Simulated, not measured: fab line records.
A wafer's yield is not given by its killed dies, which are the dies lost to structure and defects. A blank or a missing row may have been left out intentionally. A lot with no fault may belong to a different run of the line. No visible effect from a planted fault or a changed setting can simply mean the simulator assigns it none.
Chamber matching / flow n5_finfet / N5_HKMG_FIN_ETCH_32 on rie_diel-01 has 4 sister chambers
The step etches SOC in N2/H2, target depth 240 nm, time 300 s. 8 wafers are shown with their chamber, then 8 later ones without.

EACH WAFER AND ITS CHAMBER
wafer=L078.6; chamber=1; showerhead_plenum_p_Torr (Torr)=2.51; drypump_motor_current_A (A)=6.4
wafer=L077.6; chamber=3; showerhead_plenum_p_Torr (Torr)=2.33; drypump_motor_current_A (A)=5.2
wafer=L084.1; chamber=1; showerhead_plenum_p_Torr (Torr)=2.50; drypump_motor_current_A (A)=6.5
wafer=L084.3; chamber=0; showerhead_plenum_p_Torr (Torr)=2.44; drypump_motor_current_A (A)=6.2
wafer=L084.4; chamber=3; showerhead_plenum_p_Torr (Torr)=2.32; drypump_motor_current_A (A)=5.1
wafer=L087.2; chamber=0; showerhead_plenum_p_Torr (Torr)=2.44; drypump_motor_current_A (A)=6.2
wafer=L087.5; chamber=2; showerhead_plenum_p_Torr (Torr)=2.63; drypump_motor_current_A (A)=5.4
wafer=L088.2; chamber=2; showerhead_plenum_p_Torr (Torr)=2.63; drypump_motor_current_A (A)=5.4

WAFERS MISSING THEIR CHAMBER
wafer=L088.3; showerhead_plenum_p_Torr (Torr)=2.50; drypump_motor_current_A (A)=6.4
wafer=L088.6; showerhead_plenum_p_Torr (Torr)=2.50; drypump_motor_current_A (A)=6.5
wafer=L089.2; showerhead_plenum_p_Torr (Torr)=2.32; drypump_motor_current_A (A)=5.1
wafer=L089.3; showerhead_plenum_p_Torr (Torr)=2.62; drypump_motor_current_A (A)=5.4
wafer=L089.5; showerhead_plenum_p_Torr (Torr)=2.32; drypump_motor_current_A (A)=5.1
wafer=L090.2; showerhead_plenum_p_Torr (Torr)=2.43; drypump_motor_current_A (A)=6.2
wafer=L090.4; showerhead_plenum_p_Torr (Torr)=2.62; drypump_motor_current_A (A)=5.4
wafer=L090.6; showerhead_plenum_p_Torr (Torr)=2.50; drypump_motor_current_A (A)=6.5

THE CHAMBER EACH PASSED THROUGH
wafer=L088.3; from the rows above=1; in truth=1
wafer=L088.6; from the rows above=1; in truth=1
wafer=L089.2; from the rows above=3; in truth=3
wafer=L089.3; from the rows above=2; in truth=2
wafer=L089.5; from the rows above=3; in truth=3
wafer=L090.2; from the rows above=0; in truth=0
wafer=L090.4; from the rows above=2; in truth=2
wafer=L090.6; from the rows above=1; in truth=1
Placed correctly: 8 of 8. Number that these rows cannot place: 0. Wrongly placed: 0.
How it was worked out, from the rows above alone: a wafer's distance from a chamber is the root of the sum, over the readings, of the square of ((its reading less the chamber's mean) divided by the reading's scatter). If the next closest chamber is less than 2 further off than the closest, the wafer can't be placed; otherwise it belongs to the closest. The mean given for a chamber averages the wafers shown for that chamber. The scatter: take each reading less its chamber's mean, square it, sum over the shown wafers, divide by the number of wafers less the number of chambers, and take the root.
